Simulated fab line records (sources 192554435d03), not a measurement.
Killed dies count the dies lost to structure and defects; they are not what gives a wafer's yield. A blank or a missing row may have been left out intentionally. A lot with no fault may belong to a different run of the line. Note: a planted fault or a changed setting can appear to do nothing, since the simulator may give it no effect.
Problem report in the 8D (eight disciplines) form, filled by code    flow n5Finfet    the parts of the form that need people (team, actions taken, sign-off) are left out

== 1. THE PROBLEM ==
Wafers without a fault read 1499.9 rpm, standard deviation 1; spinSpeedRpm at N5_BEOL_M6_COAT_05 reads a mean of 1570.9 rpm on 6 wafers belonging to 2 lots. That is +71 standard deviations from the usual mean.
The step: resist thk 90 nm.
First seen on wafer L234.3, day 10 20:41, on lithoTrack-04. The record has a number at this step for 39 wafers belonging to 13 lots. Rule for "out", or "out of limits": more than 4 standard deviations from the usual mean. The rest of the wafers with a number are treated as sound.

== 2. WHAT IT IS, WHAT IT ISN'T ==
question                     is                      is not
which readings at this step  spinSpeedRpm            -
which lots                   L234, L235              L224, L226, L228, L230, L231, L232, L242, L243, L244, L246, L247
which wafers of those lots   all that have a number  -
read on which tools          lithoTrack-04           lithoTrack-01, lithoTrack-03
when                         from day 10 20:41       up to then (18 sound wafers); but 15 sound wafers of L242, L243, L244, L246, L247 came after

== 3. THE SUSPECTS, EACH WITH WHAT RULES IT OUT ==
Counting: a tool stays on the suspect list if, at a process step up to the reading, it processed all lots that are out and no sound lot following the first of them.
- pvdSputter-03 at N5_BEOL_M5_ANNEAL_89 (time 1800 s): ruled out as a lasting fault. The sound lots L242, L244 went through it after L234, its earliest lot that is out (day 10 16:39).
- lithoTrack-04 at N5_BEOL_M6_COAT_05 (resist thk 90 nm): ruled out as a lasting fault. The sound lots L244, L246 went through it after L234, its earliest lot that is out (day 10 20:41).
Left after counting: nothing in the record.

== 4. THE CAUSE (what the simulator had put in) ==
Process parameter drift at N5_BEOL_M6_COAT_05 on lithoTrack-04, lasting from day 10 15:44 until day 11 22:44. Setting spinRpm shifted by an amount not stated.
Counting ruled it out, wrongly.

== 5. THE CHAIN OF EFFECTS, in route order ==
Each row: a reading whose mean over the struck wafers that have a number lies more than 3 standard deviations from the usual. Only readings whose record carries a usual standard deviation are examined. hours: median over the lots of the time between each lot's start at the first step of this table that gives one and its start at this step. sigmas: the change, counted in usual standard deviations.
hours  step                reading       usual       on struck wafers  change  sigmas
0      N5_BEOL_M6_COAT_05  spinSpeedRpm  1499.9 rpm  1570.9            +71.0   +71
It contains these process steps:
- N5_BEOL_M6_COAT_05: resist thk 90 nm.
At these later measuring or inspecting steps, every struck wafer for which the step has a row has a number for every such reading, and none has moved that far: N5_BEOL_M6_OVL_MEAS_12.

== 6. HOW IT WOULD HAVE BEEN CAUGHT EARLIER ==
In this record no reading fell out of limits until day 10 20:41, 5 hours after the fault had begun at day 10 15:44.
